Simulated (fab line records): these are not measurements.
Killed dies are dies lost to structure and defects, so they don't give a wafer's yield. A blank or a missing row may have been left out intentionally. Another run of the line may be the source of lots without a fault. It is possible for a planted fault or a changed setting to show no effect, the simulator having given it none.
Lot-split experiment    flow n5Finfet    21 wafers read across 7 lots, on a route 1938 steps long

ABOUT THE SPLIT
At N5_GATE_CUT_COAT_34 (time 60 s, resist thk 60 nm), the setting spinRpm was moved away from the recipe's 1500 rpm on 6 of the 21 wafers read, by -10.9% to -3.9%. This setting was run at the recipe's value on the other wafers.

Reading taken at the split's own step.

THE READING
SOC_of_GATE_CUT_COAT_34.thkNm (the simulator's own value, which no gauge read), in nm, at N5_GATE_CUT_COAT_34 (time 60 s, resist thk 60 nm). The file gives no usual value for it. Here, 15 wafers ran the recipe; their average is 60.2 nm with a standard deviation of 0.13 nm.

wafer   tool, chamber at the split  spinRpm as run, rpm  against the recipe  SOC_of_GATE_CUT_COAT_34.thkNm, nm  against lot-mates on the recipe
L078.2  lithoTrack-05, 0            1500                 recipe              60                                 -
L078.3  lithoTrack-05, 0            1440                 -4.0%               61.2                               +1.2
L078.5  lithoTrack-05, 0            1440                 -4.0%               61.2                               +1.2
L081.1  lithoTrack-04, 0            1500                 recipe              60.2                               -
L081.2  lithoTrack-04, 0            1500                 recipe              60.2                               -
L081.4  lithoTrack-04, 0            1337                 -10.9%              63.8                               +3.6
L084.1  lithoTrack-04, 0            1500                 recipe              60.2                               -
L084.6  lithoTrack-04, 0            1500                 recipe              60.2                               -
L084.3  lithoTrack-04, 0            1394                 -7.1%               62.4                               +2.2
L087.1  lithoTrack-04, 0            1500                 recipe              60.2                               -
L087.3  lithoTrack-04, 0            1500                 recipe              60.4                               -
L087.4  lithoTrack-04, 0            1500                 recipe              60.4                               -
L089.1  lithoTrack-04, 0            1500                 recipe              60.2                               -
L089.2  lithoTrack-04, 0            1347                 -10.2%              63.4                               +3.1
L089.3  lithoTrack-04, 0            1500                 recipe              60.4                               -
L090.1  lithoTrack-04, 0            1500                 recipe              60.2                               -
L090.5  lithoTrack-04, 0            1500                 recipe              60.2                               -
L090.3  lithoTrack-04, 0            1441                 -3.9%               61.4                               +1.2
L094.3  lithoTrack-04, 0            1500                 recipe              60.2                               -
L094.5  lithoTrack-04, 0            1500                 recipe              60                                 -
L094.6  lithoTrack-04, 0            1500                 recipe              60                                 -

FIT RESULTS
A straight line over all 21 wafers: SOC_of_GATE_CUT_COAT_34.thkNm changes by -0.316 nm for each +1% of spinRpm; r = -0.99; the points scatter about the line by 0.15 nm.
The same after taking each lot's own level away (the mean of its wafers on the recipe; 21 wafers): -0.316 nm for each +1%; r = -1.00; scatter 0.081 nm.
That fit puts the effect of the largest move of spinRpm on the reading at 3.4 nm.
Measured against the standard deviation above, the lots' own levels, which go from 60.00 to 60.33 nm, span 2.6 times it.
So the lot-to-lot level changes the slope little: the two slopes agree.
Check: for one of the wafers moved furthest among these (-10.9%), held out of the fit, the line's prediction against its lot-mates is +3.32 nm. It came out at +3.6 nm against them.

ADDITIONAL SPLITS CARRIED BY THESE WAFERS
These wafers also went through other splits before the reading. Each is held against what the fit with the lots' levels taken away leaves over:
other split on the same wafers  wafers away from the commonest value  r with SOC_of_GATE_CUT_COAT_34.thkNm (lot level and that fit taken away)
N5_SD_EPI_N_EXPOSE_06 doseMj    8                                     +0.19
N5_SD_EPI_N_DESCUM_14 timeS     6                                     -0.21
N5_SDB_COAT_03 spinRpm          5                                     -0.35
N5_HKMG_FIN_ETCH_55 timeS       5                                     +0.26

FILE'S OWN FIT
SOC_of_GATE_CUT_COAT_34.thkNm changes by -0.316 nm for each +1% of spinRpm, r = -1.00.
